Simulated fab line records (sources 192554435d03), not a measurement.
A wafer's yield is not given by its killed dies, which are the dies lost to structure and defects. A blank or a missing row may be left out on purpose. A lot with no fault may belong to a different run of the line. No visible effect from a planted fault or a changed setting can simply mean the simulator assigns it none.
Chamber matching :: flow n5_finfet :: N5_BEOL_M0_SAQP_SPACER1_ALD_98 on ald_sin-03 has 4 sister chambers
The step deposits SiO2, target thk 12.8 nm, pulse time 1 s, purge time 2 s. 14 wafers are shown with their chamber, then 7 later ones without.

## WAFERS WITH THEIR CHAMBER
wafer: L076.1
chamber: 2
heater_power_w (W): 462
precursor_pulse_height_rel: 1.014
chamber_pressure_Torr (Torr): 1.990

wafer: L076.3
chamber: 1
heater_power_w (W): 475
precursor_pulse_height_rel: 1.009
chamber_pressure_Torr (Torr): 1.998

wafer: L076.4
chamber: 0
heater_power_w (W): 446
precursor_pulse_height_rel: 0.995
chamber_pressure_Torr (Torr): 2.001

wafer: L077.1
chamber: 2
heater_power_w (W): 461
precursor_pulse_height_rel: 1.014
chamber_pressure_Torr (Torr): 2.005

wafer: L077.3
chamber: 1
heater_power_w (W): 468
precursor_pulse_height_rel: 1.035
chamber_pressure_Torr (Torr): 2.001

wafer: L077.6
chamber: 3
heater_power_w (W): 542
precursor_pulse_height_rel: 0.945
chamber_pressure_Torr (Torr): 2.003

wafer: L078.1
chamber: 2
heater_power_w (W): 482
precursor_pulse_height_rel: 0.973
chamber_pressure_Torr (Torr): 1.997

wafer: L078.4
chamber: 3
heater_power_w (W): 555
precursor_pulse_height_rel: 1.012
chamber_pressure_Torr (Torr): 1.995

wafer: L078.5
chamber: 3
heater_power_w (W): 550
precursor_pulse_height_rel: 1.023
chamber_pressure_Torr (Torr): 2.004

wafer: L081.1
chamber: 1
heater_power_w (W): 473
precursor_pulse_height_rel: 1.011
chamber_pressure_Torr (Torr): 1.995

wafer: L081.2
chamber: 2
heater_power_w (W): 464
precursor_pulse_height_rel: 1.013
chamber_pressure_Torr (Torr): 2.003

wafer: L081.5
chamber: 0
heater_power_w (W): 459
precursor_pulse_height_rel: 1.006
chamber_pressure_Torr (Torr): 1.999

wafer: L085.2
chamber: 3
heater_power_w (W): 566
precursor_pulse_height_rel: 0.997
chamber_pressure_Torr (Torr): 2.001

wafer: L085.4
chamber: 2
heater_power_w (W): 473
precursor_pulse_height_rel: 0.979
chamber_pressure_Torr (Torr): 2.005

SIGNATURES (means of the wafers above)
reading: heater_power_w
chamber 0: 452.50
chamber 1: 472.00
chamber 2: 468.40
chamber 3: 553.25
scatter within a chamber: 8.57

reading: precursor_pulse_height_rel
chamber 0: 1.00050
chamber 1: 1.01833
chamber 2: 0.99860
chamber 3: 0.99425
scatter within a chamber: 0.024

reading: chamber_pressure_Torr
chamber 0: 2.00000
chamber 1: 1.99800
chamber 2: 2.00000
chamber 3: 2.00075
scatter within a chamber: 0.00487
Rule: for a wafer and a chamber, the distance is found by dividing, reading by reading, the gap between the wafer's reading and the chamber's mean by the reading's scatter, squaring, summing and taking the root. If the next closest chamber is less than 2 further off than the closest, the wafer can't be placed; otherwise it belongs to the closest. How the scatter is found: for the shown wafers, subtract from each reading the mean of its chamber, square and add these, divide the total by (wafers less chambers), then take the root.

## WAFERS WITH NO CHAMBER GIVEN
wafer: L085.6
heater_power_w (W): 556
precursor_pulse_height_rel: 1.007
chamber_pressure_Torr (Torr): 2.001

wafer: L093.1
heater_power_w (W): 475
precursor_pulse_height_rel: 1.028
chamber_pressure_Torr (Torr): 2.000

wafer: L093.4
heater_power_w (W): 566
precursor_pulse_height_rel: 0.949
chamber_pressure_Torr (Torr): 2.000

wafer: L093.6
heater_power_w (W): 476
precursor_pulse_height_rel: 1.011
chamber_pressure_Torr (Torr): 2.009

wafer: L097.2
heater_power_w (W): 456
precursor_pulse_height_rel: 1.004
chamber_pressure_Torr (Torr): 2.005

wafer: L097.3
heater_power_w (W): 462
precursor_pulse_height_rel: 1.010
chamber_pressure_Torr (Torr): 1.999

wafer: L097.4
heater_power_w (W): 556
precursor_pulse_height_rel: 1.018
chamber_pressure_Torr (Torr): 1.999

## EACH ONE'S CHAMBER
wafer: L085.6
from the rows above: 3
in truth: 3

wafer: L093.1
from the rows above: can't be placed: 1 or 2
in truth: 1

wafer: L093.4
from the rows above: 3
in truth: 3

wafer: L093.6
from the rows above: can't be placed: 2 or 1 or 0
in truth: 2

wafer: L097.2
from the rows above: can't be placed: 0 or 2 or 1
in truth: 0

wafer: L097.3
from the rows above: can't be placed: 2 or 0 or 1
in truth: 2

wafer: L097.4
from the rows above: 3
in truth: 3
Placed correctly: 3 of 7. Cannot be placed on the basis of these rows: 4; the candidates contain the true chamber in 4. Placed wrongly: 0.
